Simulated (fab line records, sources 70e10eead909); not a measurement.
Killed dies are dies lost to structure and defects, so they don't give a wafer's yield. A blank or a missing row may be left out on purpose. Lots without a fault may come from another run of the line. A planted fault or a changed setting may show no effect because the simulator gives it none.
A struck lot beside a sound one | flow nand_harc | 13 steps out of a route of 1302
Sound: wafers L657.1, L657.3, L657.5. Struck: wafer L644.4. (L644.2, L644.6 of the same lot were not struck and are left out.) The cause comes at the end.
At each step with rows: each side's tool, then ch and its chambers, then its first start. Under that, the readings that differ: sound wafers | struck wafers | difference of the means | sigmas: that difference in standard deviations of wafers without a fault.
alike: readings whose means differ by less than 2 such deviations, and words and numbers that are the same on both sides. not compared: withheld readings, readings that some wafer has no value for, bounds like >300 that may hide the same value, and numbers for which the record gives no deviation and whose values overlap.
The two part at a step that has a row with sigmas, a row that says differs or no value, or rows on one side only. Numbers that don't overlap but have no deviation are shown without sigmas and don't part them. A reading that every wafer of one side lacks parts them only if that side has two wafers or more.

first, 5 steps without rows for these wafers: NHARC_A_STAIRCASE_EBR_180; NHARC_A_STAIRCASE_EXPOSE_181 (exposes mask STAIR 2); NHARC_A_STAIRCASE_PEB_182 (peb time 130 s); NHARC_A_STAIRCASE_DEVELOP_183 (time 140 s); NHARC_A_STAIRCASE_HARDBAKE_185 (time 140 s).
NHARC_A_STAIRCASE_DESCUM_186: chemistry O2, time 3 s.
  sound on rie_diel-09 ch 1,2, day 24 16:52; struck on rie_diel-09 ch 3, day 19 15:41
  reading                         | sound             | struck | difference | sigmas
  oes_product_au (a.u.)           | 1.004 0.997 0.998 | 1.027  | +0.027     | +3
  showerhead_plenum_p_Torr (Torr) | 1.85 1.90 1.85    | 2.04   | +0.17      | +2
  alike: drypump_motor_current_A, mfc_ar_sccm, o2_flow_sccm, rf_vpp_V, throttle_valve_pct
  not compared: rf_hours_counter_h
NHARC_A_STAIRCASE_TRIM_187: chemistry O2, time 211.2 s.
  sound on rie_diel-09 ch 1,3, day 24 16:59; struck on rie_diel-09 ch 2, day 19 15:49
  alike: drypump_motor_current_A, mfc_ar_sccm, o2_flow_sccm, oes_product_au, rf_vpp_V, showerhead_plenum_p_Torr, throttle_valve_pct
  not compared: rf_hours_counter_h
NHARC_A_STAIRCASE_ETCH_188: etches the open film in C4F8/O2, target depth 100 nm, time 40.5 s.
  sound on rie_diel-09 ch 2,3; struck on rie_diel-09 ch 3
  alike: oes_product_au, rf_vpp_V
  not compared: rf_hours_counter_h
then, 1 step without rows for these wafers: NHARC_A_STAIRCASE_TRIM_189 (chemistry O2, time 211.2 s).
NHARC_A_STAIRCASE_ETCH_190: etches the open film in C4F8/O2, target depth 100 nm, time 40.5 s.
  sound on rie_diel-09 ch 2,3; struck on rie_diel-09 ch 1
  alike: oes_product_au, rf_vpp_V
  not compared: rf_hours_counter_h
NHARC_A_STAIRCASE_TRIM_191: chemistry O2, time 211.2 s.
  sound on rie_diel-09 ch 2,3; struck on rie_diel-09 ch 0
  alike: drypump_motor_current_A, mfc_ar_sccm, o2_flow_sccm, oes_product_au, rf_vpp_V, showerhead_plenum_p_Torr, throttle_valve_pct
  not compared: rf_hours_counter_h
NHARC_A_STAIRCASE_ETCH_192: etches the open film in C4F8/O2, target depth 100 nm, time 40.5 s.
  sound on rie_diel-09 ch 1,2,3, day 24 17:41; struck on rie_diel-09 ch 0, day 19 16:59
  reading               | sound             | struck | difference | sigmas
  oes_product_au (a.u.) | 0.942 0.945 0.940 | 0.847  | -0.095     | -9
  alike: rf_vpp_V
  not compared: rf_hours_counter_h
then, 1 step without rows for these wafers: NHARC_A_STAIRCASE_TRIM_193 (chemistry O2, time 211.2 s).

WHERE THEY PART
First at NHARC_A_STAIRCASE_DESCUM_186; last, within this record, at NHARC_A_STAIRCASE_ETCH_192.

WHY: what the simulator had put in
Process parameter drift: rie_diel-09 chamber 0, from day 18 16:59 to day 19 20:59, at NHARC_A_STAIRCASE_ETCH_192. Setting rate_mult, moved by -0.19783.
